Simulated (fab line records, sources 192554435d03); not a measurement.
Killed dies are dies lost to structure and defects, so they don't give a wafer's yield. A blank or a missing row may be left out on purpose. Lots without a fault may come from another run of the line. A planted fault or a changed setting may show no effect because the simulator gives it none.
Chamber matching | flow n5_finfet | N5_BEOL_M11_STRIP_67 on rie_diel-05: 4 sister chambers
The step strips in CF4. 18 wafers are shown with their chamber, then 9 later ones without.

WAFERS WITH THEIR CHAMBER
wafer  | chamber | showerhead_plenum_p_Torr (Torr) | throttle_valve_pct (%) | drypump_motor_current_A (A)
L074.1 | 3       | 1.92                            | 13.37                  | 5.7
L074.3 | 1       | 1.86                            | 13.77                  | 5.8
L074.5 | 0       | 1.76                            | 13.10                  | 5.6
L078.1 | 3       | 1.91                            | 13.41                  | 5.7
L078.2 | 0       | 1.76                            | 13.14                  | 5.7
L078.3 | 1       | 1.85                            | 13.80                  | 5.8
L076.1 | 0       | 1.76                            | 13.15                  | 5.6
L076.4 | 1       | 1.85                            | 13.79                  | 5.8
L076.5 | 3       | 1.91                            | 13.40                  | 5.7
L084.1 | 3       | 1.91                            | 13.43                  | 5.7
L084.3 | 2       | 1.77                            | 13.97                  | 5.4
L084.5 | 2       | 1.77                            | 14.00                  | 5.4
L086.2 | 2       | 1.77                            | 13.98                  | 5.4
L086.4 | 1       | 1.85                            | 13.84                  | 5.8
L086.6 | 2       | 1.77                            | 13.98                  | 5.4
L087.2 | 1       | 1.85                            | 13.82                  | 5.8
L087.3 | 3       | 1.91                            | 13.46                  | 5.7
L087.4 | 2       | 1.77                            | 14.00                  | 5.4

SIGNATURES (means of the wafers above)
reading                  | chamber 0 | chamber 1 | chamber 2 | chamber 3 | scatter within a chamber
showerhead_plenum_p_Torr | 1.7600    | 1.8520    | 1.7700    | 1.9120    | 0.00338
throttle_valve_pct       | 13.1300   | 13.8040   | 13.9860   | 13.4140   | 0.0261
drypump_motor_current_A  | 5.633     | 5.800     | 5.400     | 5.700     | 0.0218
Rule: a wafer's distance from a chamber is the root of the sum, over the readings, of the square of ((its reading less the chamber's mean) divided by the reading's scatter). The wafer belongs to the nearest chamber; if the next one is less than 2 further off, it can't be placed. The scatter: the root of (the sum of the squares of (reading less its chamber's mean) over the shown wafers, divided by (wafers less chambers)).

WAFERS WITHOUT THEIR CHAMBER
wafer  | showerhead_plenum_p_Torr (Torr) | throttle_valve_pct (%) | drypump_motor_current_A (A)
L088.3 | 1.75                            | 13.19                  | 5.6
L088.4 | 1.91                            | 13.45                  | 5.8
L088.5 | 1.75                            | 13.19                  | 5.6
L093.1 | 1.75                            | 13.21                  | 5.6
L093.2 | 1.90                            | 13.47                  | 5.7
L093.5 | 1.77                            | 14.03                  | 5.4
L096.1 | 1.77                            | 14.04                  | 5.4
L096.2 | 1.90                            | 13.47                  | 5.7
L096.6 | 1.75                            | 13.22                  | 5.6

WHICH CHAMBER EACH WENT THROUGH
wafer  | from the rows above | in truth
L088.3 | 0                   | 0
L088.4 | 3                   | 3
L088.5 | 0                   | 0
L093.1 | 0                   | 0
L093.2 | 3                   | 3
L093.5 | 2                   | 2
L096.1 | 2                   | 2
L096.2 | 3                   | 3
L096.6 | 0                   | 0
Placed correctly: 9 of 9. Can't be placed from these rows: 0. Placed wrongly: 0.
